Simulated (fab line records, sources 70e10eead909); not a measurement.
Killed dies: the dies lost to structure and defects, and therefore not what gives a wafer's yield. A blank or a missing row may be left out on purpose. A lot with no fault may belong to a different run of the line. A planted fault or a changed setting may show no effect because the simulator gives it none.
Which tool is to blame? :: flow nandHarc :: 14 lots, 42 wafers sampled, at 4 steps of a route of 1302

== WHAT THE GAUGES READ, wafer by wafer ==
NHARC_A_BONDPAD_THK_MEAS_30: measures by ellipsometry.
lot: L923
measured: day 23 09:11
on: filmMetro-02
thkNm (nm): 202.7 205.4 203.4

lot: L922
measured: day 23 13:23
on: filmMetro-01
thkNm (nm): 197.9 202.2 200.8

lot: L927
measured: day 25 16:31
on: filmMetro-02
thkNm (nm): 198.7 201.8 203.6

lot: L926
measured: day 25 19:23
on: filmMetro-02
thkNm (nm): 202.1 202.6 198.1

lot: L931
measured: day 27 02:19
on: filmMetro-02
thkNm (nm): 200.1 197.7 201.6

lot: L933
measured: day 28 10:12
on: filmMetro-01
thkNm (nm): 200.7 198.3 197.9

lot: L935
measured: day 29 03:49
on: filmMetro-01
thkNm (nm): 196.8 196.9 199.7

lot: L937
measured: day 29 06:15
on: filmMetro-02
thkNm (nm): 201.4 201.3 202.6

lot: L940
measured: day 30 03:56
on: filmMetro-02
thkNm (nm): 201.0 198.1 197.2

lot: L942
measured: day 30 21:13
on: filmMetro-02
thkNm (nm): 198.4 202.3 200.7

lot: L941
measured: day 31 01:14
on: filmMetro-02
thkNm (nm): 201.6 201.4 200.7

lot: L943
measured: day 32 09:19
on: filmMetro-02
thkNm (nm): 201.2 197.0 202.4

lot: L944
measured: day 32 10:38
on: filmMetro-02
thkNm (nm): 200.3 201.0 201.3

lot: L945
measured: day 32 19:26
on: filmMetro-02
thkNm (nm): 202.5 198.4 202.3

NHARC_A_BONDPAD_OVL_MEAS_35.
lot: L923
measured: day 23 09:50
on: overlay-02
overlayXNm (nm): -3 -3 -3
overlayYNm (nm): 0 1 1

lot: L922
measured: day 23 14:02
on: overlay-01
overlayXNm (nm): 5 6 5
overlayYNm (nm): 4 4 4

lot: L927
measured: day 25 17:03
on: overlay-02
overlayXNm (nm): -1 -1 -1
overlayYNm (nm): 2 2 2

lot: L926
measured: day 25 19:55
on: overlay-01
overlayXNm (nm): 1 1 0
overlayYNm (nm): 5 4 4

lot: L931
measured: day 27 02:58
on: overlay-02
overlayXNm (nm): 2 2 2
overlayYNm (nm): -3 -3 -2

lot: L933
measured: day 28 10:51
on: overlay-02
overlayXNm (nm): 5 5 5
overlayYNm (nm): 1 1 1

lot: L935
measured: day 29 04:21
on: overlay-02
overlayXNm (nm): - - -
overlayYNm (nm): - - -

lot: L937
measured: day 29 06:54
on: overlay-02
overlayXNm (nm): - - -
overlayYNm (nm): - - -

lot: L940
measured: day 30 04:28
on: overlay-01
overlayXNm (nm): 2 2 3
overlayYNm (nm): -10 -10 -10

lot: L942
measured: day 30 21:45
on: overlay-02
overlayXNm (nm): 0 0 0
overlayYNm (nm): 1 0 0

lot: L941
measured: day 31 01:46
on: overlay-02
overlayXNm (nm): -4 -4 -4
overlayYNm (nm): 4 3 4

lot: L943
measured: day 32 09:58
on: overlay-02
overlayXNm (nm): 4 3 4
overlayYNm (nm): -6 -6 -7

lot: L944
measured: day 32 11:11
on: overlay-02
overlayXNm (nm): -2 -2 -2
overlayYNm (nm): 7 7 7

lot: L945
measured: day 32 20:05
on: overlay-02
overlayXNm (nm): 3 3 2
overlayYNm (nm): 3 3 3

== TOOL THAT RAN EACH LOT (tool first, then ch and the chambers of the sampled wafers, then the start) ==
lot: L923
NHARC_A_M1_PRE_CLEAN_32: pecvd-04 ch 0,2, day 23 07:54
NHARC_A_BONDPAD_PEB_07: lithoTrack-07 ch 0, day 23 09:40

lot: L922
NHARC_A_M1_PRE_CLEAN_32: pecvd-04 ch 1,2, day 23 12:07
NHARC_A_BONDPAD_PEB_07: lithoTrack-05 ch 0, day 23 13:52

lot: L927
NHARC_A_M1_PRE_CLEAN_32: pecvd-01 ch 0,1, day 25 15:05
NHARC_A_BONDPAD_PEB_07: lithoTrack-07 ch 0, day 25 16:53

lot: L926
NHARC_A_M1_PRE_CLEAN_32: pecvd-04 ch 0,2, day 25 18:06
NHARC_A_BONDPAD_PEB_07: lithoTrack-03 ch 0, day 25 19:44

lot: L931
NHARC_A_M1_PRE_CLEAN_32: pecvd-01 ch 0,1, day 27 01:01
NHARC_A_BONDPAD_PEB_07: lithoTrack-05 ch 0, day 27 02:47

lot: L933
NHARC_A_M1_PRE_CLEAN_32: pecvd-04 ch 0,1,2, day 28 08:55
NHARC_A_BONDPAD_PEB_07: lithoTrack-07 ch 0, day 28 10:41

lot: L935
NHARC_A_M1_PRE_CLEAN_32: pecvd-01 ch 1,2, day 29 02:32
NHARC_A_BONDPAD_PEB_07: lithoTrack-07, day 29 04:11

lot: L937
NHARC_A_M1_PRE_CLEAN_32: pecvd-04 ch 1,2, day 29 04:58
NHARC_A_BONDPAD_PEB_07: lithoTrack-07, day 29 06:44

lot: L940
NHARC_A_M1_PRE_CLEAN_32: pecvd-01 ch 0,2, day 30 02:31
NHARC_A_BONDPAD_PEB_07: lithoTrack-07 ch 0, day 30 04:18

lot: L942
NHARC_A_M1_PRE_CLEAN_32: pecvd-01 ch 0,1,2, day 30 19:41
NHARC_A_BONDPAD_PEB_07: lithoTrack-07 ch 0, day 30 21:35

lot: L941
NHARC_A_M1_PRE_CLEAN_32: pecvd-03 ch 0,1,2, day 30 23:58
NHARC_A_BONDPAD_PEB_07: lithoTrack-07 ch 0, day 31 01:36

lot: L943
NHARC_A_M1_PRE_CLEAN_32: pecvd-03 ch 0,1,2, day 32 06:07
NHARC_A_BONDPAD_PEB_07: lithoTrack-07 ch 0, day 32 09:48

lot: L944
NHARC_A_M1_PRE_CLEAN_32: pecvd-04 ch 0,2, day 32 09:10
NHARC_A_BONDPAD_PEB_07: lithoTrack-07 ch 0, day 32 11:01

lot: L945
NHARC_A_M1_PRE_CLEAN_32: pecvd-03 ch 0,2, day 32 17:53
NHARC_A_BONDPAD_PEB_07: lithoTrack-03 ch 0, day 32 19:55
- NHARC_A_M1_PRE_CLEAN_32: time 12 s.
- NHARC_A_BONDPAD_PEB_07: peb time 80 s.

== AS READ BY THE TOOLS THEMSELVES (means over the sampled wafers that have a number; for cases with no such wafer, the mark the record gives instead) ==
NHARC_A_M1_PRE_CLEAN_32.
lot: L923
tool: pecvd-04
heaterPowerW (W): 748

lot: L922
tool: pecvd-04
heaterPowerW (W): 702

lot: L927
tool: pecvd-01
heaterPowerW (W): 635

lot: L926
tool: pecvd-04
heaterPowerW (W): 722

lot: L931
tool: pecvd-01
heaterPowerW (W): 663

lot: L933
tool: pecvd-04
heaterPowerW (W): 722

lot: L935
tool: pecvd-01
heaterPowerW (W): 703

lot: L937
tool: pecvd-04
heaterPowerW (W): 701

lot: L940
tool: pecvd-01
heaterPowerW (W): 571

lot: L942
tool: pecvd-01
heaterPowerW (W): 621

lot: L941
tool: pecvd-03
heaterPowerW (W): 619

lot: L943
tool: pecvd-03
heaterPowerW (W): 632

lot: L944
tool: pecvd-04
heaterPowerW (W): 710

lot: L945
tool: pecvd-03
heaterPowerW (W): 639

NHARC_A_BONDPAD_PEB_07.
lot: L923
tool: lithoTrack-07
chillPlateTempC (C): 23.00
exhaustPa (Pa): 44.7
heaterPowerTotalW (W): 190.0

lot: L922
tool: lithoTrack-05
chillPlateTempC (C): 23.01
exhaustPa (Pa): 44.6
heaterPowerTotalW (W): 190.0

lot: L927
tool: lithoTrack-07
chillPlateTempC (C): 23.07
exhaustPa (Pa): 44.7
heaterPowerTotalW (W): 189.8

lot: L926
tool: lithoTrack-03
chillPlateTempC (C): 22.86
exhaustPa (Pa): 45.5
heaterPowerTotalW (W): 190.0

lot: L931
tool: lithoTrack-05
chillPlateTempC (C): 23.00
exhaustPa (Pa): 43.7
heaterPowerTotalW (W): 190.0

lot: L933
tool: lithoTrack-07
chillPlateTempC (C): 23.11
exhaustPa (Pa): 44.6
heaterPowerTotalW (W): 189.9

lot: L935
tool: lithoTrack-07
chillPlateTempC (C): -
exhaustPa (Pa): -
heaterPowerTotalW (W): -

lot: L937
tool: lithoTrack-07
chillPlateTempC (C): -
exhaustPa (Pa): -
heaterPowerTotalW (W): -

lot: L940
tool: lithoTrack-07
chillPlateTempC (C): 23.14
exhaustPa (Pa): 44.8
heaterPowerTotalW (W): 189.7

lot: L942
tool: lithoTrack-07
chillPlateTempC (C): 23.03
exhaustPa (Pa): 45.6
heaterPowerTotalW (W): 189.9

lot: L941
tool: lithoTrack-07
chillPlateTempC (C): 22.95
exhaustPa (Pa): 44.9
heaterPowerTotalW (W): 189.5

lot: L943
tool: lithoTrack-07
chillPlateTempC (C): 22.86
exhaustPa (Pa): 44.7
heaterPowerTotalW (W): 189.6

lot: L944
tool: lithoTrack-07
chillPlateTempC (C): 22.99
exhaustPa (Pa): 45.3
heaterPowerTotalW (W): 189.9

lot: L945
tool: lithoTrack-03
chillPlateTempC (C): 23.03
exhaustPa (Pa): 46.0
heaterPowerTotalW (W): 189.7

== THE ANSWER, worked out from the rows above alone ==
Rule: what is usual is taken from the lots themselves. Put in order of their means at a reading, lots are off if they are a third of the lots or fewer, leave a main group of 4 or more, and stand apart from it by a gap of 3 or more times the standard deviation of the main group's means; of several such gaps the widest counts. If all means in a main group match to the digits the tables above print for the reading, that group is not used. Also off: a lot with no number at a reading for which 4 or more lots have one. Where the step has rows for the other lots, those lots are counted as sound. First the gauges in route order, then the tools' own readings, where a lot's mean is used as printed above. The first step at which some lot is off is used, and at that step the reading that is off furthest; a lot without a number counts as furthest.
Off: L935, L937, at NHARC_A_BONDPAD_OVL_MEAS_35 (overlayXNm). Without a number there: L935, L937. For the main group the mean is 1 nm and the standard deviation 2.9.
If a tool, at a process step before that reading, ran all the lots that are off and no sound lot after the first of them, it fits. The gauges at NHARC_A_BONDPAD_OVL_MEAS_35 aren't tried: what is off there is off at NHARC_A_BONDPAD_PEB_07 too, on other tools, and a gauge's error can't cause that. Not one of the candidates tried fits.

== WHAT HAD BEEN PUT IN BY THE SIMULATOR ==
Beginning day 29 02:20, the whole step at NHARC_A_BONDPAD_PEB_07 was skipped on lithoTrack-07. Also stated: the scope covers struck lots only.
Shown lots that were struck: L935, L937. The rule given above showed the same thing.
